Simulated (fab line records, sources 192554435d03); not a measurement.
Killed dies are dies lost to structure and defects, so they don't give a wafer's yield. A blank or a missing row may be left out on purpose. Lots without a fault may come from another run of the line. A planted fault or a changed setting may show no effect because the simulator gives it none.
Which tool did it? | flow n5_finfet | 12 lots, 36 wafers sampled, at 2 steps of a route of 1938

WHAT THE GAUGES READ, wafer by wafer
N5_BEOL_M3_CD_MEAS_11: target cd 17.05 nm.
lot  | measured     | on        | cd_nm (nm)
L075 | day 8 03:57  | cd_sem-01 | 16.97 16.80 17.10
L077 | day 8 10:36  | cd_sem-03 | 16.76 17.09 16.97
L079 | day 8 15:47  | cd_sem-01 | 16.80 16.86 16.65
L081 | day 8 19:06  | cd_sem-02 | 17.01 17.04 16.85
L083 | day 9 03:16  | cd_sem-02 | 17.06 16.83 17.18
L084 | day 10 16:31 | cd_sem-02 | 16.94 16.60 17.06
L087 | day 10 21:58 | cd_sem-01 | 17.24 17.49 17.16
L089 | day 11 01:14 | cd_sem-03 | 16.78 17.04 16.72
L090 | day 11 07:11 | cd_sem-02 | 17.32 17.23 17.33
L092 | day 11 15:37 | cd_sem-02 | 17.13 17.19 17.36
L095 | day 13 00:56 | cd_sem-03 | 16.92 16.71 16.73
L096 | day 13 13:54 | cd_sem-01 | 17.04 17.07 16.63

WHICH TOOL RAN EACH LOT (tool, then ch and the chambers of the sampled wafers, then the start)
lot  | N5_BEOL_M2_DEP_57
L075 | pecvd-01 ch 0,2, day 8 02:13
L077 | pecvd-03 ch 0,1,2, day 8 08:32
L079 | pecvd-01 ch 0,1,2, day 8 13:27
L081 | pecvd-01 ch 0,1,2, day 8 17:19
L083 | pecvd-02 ch 0,1,2, day 9 02:15
L084 | pecvd-03 ch 0,1,2, day 10 14:31
L087 | pecvd-02 ch 0,1,2, day 10 20:30
L089 | pecvd-03 ch 0,1,2, day 10 22:50
L090 | pecvd-01 ch 0,1,2, day 11 05:01
L092 | pecvd-03 ch 0,1, day 11 13:47
L095 | pecvd-03 ch 1,2, day 12 21:56
L096 | pecvd-03 ch 0,1,2, day 13 11:47
- N5_BEOL_M2_DEP_57: deposits SiCN from 3MS/NH3, target thk 8 nm, time 14 s.

THE ANSWER, worked out from the rows above alone
Rule: what is usual is taken from the lots themselves. Put in order of their means at a reading, lots are off if they are a third of the lots or fewer, leave a main group of 4 or more, and stand apart from it by a gap of 3 or more times the standard deviation of the main group's means; of several such gaps the widest counts. A main group whose means are all the same, to the digits that the tables above print for the reading, isn't used. A lot without any number at a reading at which 4 lots or more have one is off too. The other lots that the step has rows for count as sound.
No lot is off at any reading shown: from this, nothing can be told.

WHAT THE SIMULATOR HAD PUT IN
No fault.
